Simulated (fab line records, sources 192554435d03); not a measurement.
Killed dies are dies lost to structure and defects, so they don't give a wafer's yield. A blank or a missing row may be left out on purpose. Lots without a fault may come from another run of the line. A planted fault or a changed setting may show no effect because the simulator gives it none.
Chamber matching | flow n5_finfet | N5_BEOL_M3_DEP_57 on pecvd-02: 3 sister chambers
The step deposits SiCN from 3MS/NH3, target thk 8 nm, time 14 s. 6 wafers are shown with their chamber, then 7 later ones without.

WAFERS WITH THEIR CHAMBER
wafer  | chamber | showerhead_vpp_V (V) | showerhead_plenum_p_Torr (Torr)
L078.5 | 1       | 839                  | 3.657
L083.2 | 2       | 922                  | 3.652
L083.3 | 0       | 898                  | 3.667
L083.4 | 0       | 899                  | 3.673
L085.1 | 1       | 834                  | 3.660
L085.2 | 2       | 920                  | 3.650

WAFERS WITHOUT THEIR CHAMBER
wafer  | showerhead_vpp_V (V) | showerhead_plenum_p_Torr (Torr)
L085.6 | 845                  | 3.658
L091.1 | 896                  | 3.653
L091.2 | 896                  | 3.672
L091.3 | 829                  | 3.660
L097.3 | 823                  | 3.659
L097.4 | 900                  | 3.663
L097.5 | 908                  | 3.670

WHICH CHAMBER EACH WENT THROUGH
wafer  | from the rows above | in truth
L085.6 | 1                   | 1
L091.1 | 0                   | 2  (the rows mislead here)
L091.2 | 0                   | 0
L091.3 | 1                   | 1
L097.3 | 1                   | 1
L097.4 | 0                   | 0
L097.5 | 0                   | 0
Placed correctly: 6 of 7. Can't be placed from these rows: 0. Placed wrongly: 1.
How it was worked out, from the rows above alone: a wafer's distance from a chamber is the root of the sum, over the readings, of the square of ((its reading less the chamber's mean) divided by the reading's scatter). The wafer belongs to the nearest chamber; if the next one is less than 2 further off, it can't be placed. A chamber's mean is the mean of its shown wafers. The scatter: the root of (the sum of the squares of (reading less its chamber's mean) over the shown wafers, divided by (wafers less chambers)).
